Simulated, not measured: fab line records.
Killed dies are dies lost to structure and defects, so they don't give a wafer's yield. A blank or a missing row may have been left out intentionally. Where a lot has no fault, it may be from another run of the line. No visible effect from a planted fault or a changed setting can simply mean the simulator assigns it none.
Split-lot study || flow n5 finfet || 7 lots, 21 wafers read, on a route of 1938 steps

ABOUT THE SPLIT
At N5_HKMG_FIN_ETCH_55 (etches SOC in N2/H2, target depth 240 nm, time 300 s), the setting time s was moved away from the recipe's 300 s on 7 of the 21 wafers read, by -13.1% to +19.6%. This setting was run at the recipe's value on the other wafers.

The split's own step is where the reading is taken.

THE READING
SiARC_of_HKMG_FIN_COAT_42.thk nm (the simulator's own value, which no gauge read), in nm, at N5_HKMG_FIN_ETCH_55 (etches SOC in N2/H2, target depth 240 nm, time 300 s). No usual value for it is given in the file. Average 21.2 nm, standard deviation 0.15 nm, over the 14 wafers here run with the recipe.

{"wafer": "L074.1", "tool, chamber at the split": "rie diel-04, 2", "time s as run, s": 300, "against the recipe": "recipe", "SiARC_of_HKMG_FIN_COAT_42.thk nm, nm": 21.2, "against lot-mates on the recipe": "-"}
{"wafer": "L074.4", "tool, chamber at the split": "rie diel-04, 3", "time s as run, s": 335, "against the recipe": "+11.7%", "SiARC_of_HKMG_FIN_COAT_42.thk nm, nm": 19.6, "against lot-mates on the recipe": -1.6}
{"wafer": "L074.5", "tool, chamber at the split": "rie diel-04, 2", "time s as run, s": 300, "against the recipe": "recipe", "SiARC_of_HKMG_FIN_COAT_42.thk nm, nm": 21.2, "against lot-mates on the recipe": "-"}
{"wafer": "L080.1", "tool, chamber at the split": "rie diel-05, 2", "time s as run, s": 300, "against the recipe": "recipe", "SiARC_of_HKMG_FIN_COAT_42.thk nm, nm": 21.4, "against lot-mates on the recipe": "-"}
{"wafer": "L080.6", "tool, chamber at the split": "rie diel-05, 2", "time s as run, s": 300, "against the recipe": "recipe", "SiARC_of_HKMG_FIN_COAT_42.thk nm, nm": 21.4, "against lot-mates on the recipe": "-"}
{"wafer": "L080.3", "tool, chamber at the split": "rie diel-05, 3", "time s as run, s": 350.9, "against the recipe": "+17.0%", "SiARC_of_HKMG_FIN_COAT_42.thk nm, nm": 19, "against lot-mates on the recipe": -2.4}
{"wafer": "L084.1", "tool, chamber at the split": "rie diel-04, 2", "time s as run, s": 300, "against the recipe": "recipe", "SiARC_of_HKMG_FIN_COAT_42.thk nm, nm": 21, "against lot-mates on the recipe": "-"}
{"wafer": "L084.2", "tool, chamber at the split": "rie diel-04, 0", "time s as run, s": 300, "against the recipe": "recipe", "SiARC_of_HKMG_FIN_COAT_42.thk nm, nm": 21, "against lot-mates on the recipe": "-"}
{"wafer": "L084.3", "tool, chamber at the split": "rie diel-04, 3", "time s as run, s": 260.7, "against the recipe": "-13.1%", "SiARC_of_HKMG_FIN_COAT_42.thk nm, nm": 22.8, "against lot-mates on the recipe": "+1.8"}
{"wafer": "L087.2", "tool, chamber at the split": "rie diel-04, 0", "time s as run, s": 300, "against the recipe": "recipe", "SiARC_of_HKMG_FIN_COAT_42.thk nm, nm": 21, "against lot-mates on the recipe": "-"}
{"wafer": "L087.3", "tool, chamber at the split": "rie diel-04, 1", "time s as run, s": 349.6, "against the recipe": "+16.5%", "SiARC_of_HKMG_FIN_COAT_42.thk nm, nm": 19, "against lot-mates on the recipe": -2.0}
{"wafer": "L087.6", "tool, chamber at the split": "rie diel-04, 0", "time s as run, s": 300, "against the recipe": "recipe", "SiARC_of_HKMG_FIN_COAT_42.thk nm, nm": 21, "against lot-mates on the recipe": "-"}
{"wafer": "L091.1", "tool, chamber at the split": "rie diel-02, 3", "time s as run, s": 331.1, "against the recipe": "+10.4%", "SiARC_of_HKMG_FIN_COAT_42.thk nm, nm": 20, "against lot-mates on the recipe": -1.2}
{"wafer": "L091.4", "tool, chamber at the split": "rie diel-02, 1", "time s as run, s": 300, "against the recipe": "recipe", "SiARC_of_HKMG_FIN_COAT_42.thk nm, nm": 21.2, "against lot-mates on the recipe": "-"}
{"wafer": "L091.5", "tool, chamber at the split": "rie diel-02, 1", "time s as run, s": 300, "against the recipe": "recipe", "SiARC_of_HKMG_FIN_COAT_42.thk nm, nm": 21.2, "against lot-mates on the recipe": "-"}
{"wafer": "L094.1", "tool, chamber at the split": "rie diel-04, 3", "time s as run, s": 358.8, "against the recipe": "+19.6%", "SiARC_of_HKMG_FIN_COAT_42.thk nm, nm": 17.8, "against lot-mates on the recipe": -3.6}
{"wafer": "L094.3", "tool, chamber at the split": "rie diel-04, 1", "time s as run, s": 358.8, "against the recipe": "+19.6%", "SiARC_of_HKMG_FIN_COAT_42.thk nm, nm": 18.8, "against lot-mates on the recipe": -2.6}
{"wafer": "L094.5", "tool, chamber at the split": "rie diel-04, 1", "time s as run, s": 300, "against the recipe": "recipe", "SiARC_of_HKMG_FIN_COAT_42.thk nm, nm": 21.4, "against lot-mates on the recipe": "-"}
{"wafer": "L095.3", "tool, chamber at the split": "rie diel-04, 2", "time s as run, s": 300, "against the recipe": "recipe", "SiARC_of_HKMG_FIN_COAT_42.thk nm, nm": 21.2, "against lot-mates on the recipe": "-"}
{"wafer": "L095.4", "tool, chamber at the split": "rie diel-04, 0", "time s as run, s": 300, "against the recipe": "recipe", "SiARC_of_HKMG_FIN_COAT_42.thk nm, nm": 21, "against lot-mates on the recipe": "-"}
{"wafer": "L095.6", "tool, chamber at the split": "rie diel-04, 2", "time s as run, s": 300, "against the recipe": "recipe", "SiARC_of_HKMG_FIN_COAT_42.thk nm, nm": 21.2, "against lot-mates on the recipe": "-"}

FIT RESULTS
A straight line over all 21 wafers: SiARC_of_HKMG_FIN_COAT_42.thk nm changes by -0.136 nm for each +1% of time s; r = -0.98; the points scatter about the line by 0.23 nm.
The same after taking each lot's own level away (the mean of its wafers on the recipe; 21 wafers): -0.144 nm for each +1%; r = -0.98; scatter 0.22 nm.
The reading moves by 2.8 nm for the largest change in time s, on that fit.
Across the lots, their own levels run from 21.00 to 21.40 nm, a range of 2.7 times the standard deviation given above.
The two slopes agree, so the slope changes little with the lot-to-lot level.
Check: for one of the wafers moved furthest among these (+19.6%), held out of the fit, the line's prediction against its lot-mates is -2.58 nm. Against them it came out at -3.6 nm.

FURTHER SPLITS ON THESE WAFERS
These wafers also went through other splits before the reading. Each is held against what the fit with the lots' levels taken away leaves over:
{"other split on the same wafers": "N5_SDB_COAT_05 spin rpm", "wafers away from the commonest value": 8, "r with SiARC_of_HKMG_FIN_COAT_42.thk nm (lot level and that fit taken away)": -0.49}

THE WHOLE CHAIN: every reading that the file lists as answering this split, in the file's order
{"step": "N5_HKMG_FIN_ETCH_55", "what it does": "etches SOC in N2/H2, target depth 240 nm, time 300 s", "reading": "HKMG_FIN.feature depth nm (the simulator's own value, which no gauge read)", "change (the file's fit)": "+2.42 nm for each +1% of the setting", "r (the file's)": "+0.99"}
{"step": "N5_HKMG_FIN_ETCH_55", "what it does": "etches SOC in N2/H2, target depth 240 nm, time 300 s", "reading": "etch.depth nm (the simulator's own value, which no gauge read)", "change (the file's fit)": "+2.42 nm for each +1% of the setting", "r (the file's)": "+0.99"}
{"step": "N5_HKMG_FIN_ETCH_55", "what it does": "etches SOC in N2/H2, target depth 240 nm, time 300 s", "reading": "SiARC_of_HKMG_FIN_COAT_42.thk nm (the simulator's own value, which no gauge read)", "change (the file's fit)": "-0.139 nm for each +1% of the setting", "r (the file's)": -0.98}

FILE'S OWN FIT
SiARC_of_HKMG_FIN_COAT_42.thk nm changes by -0.139 nm for each +1% of time s, r = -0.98.
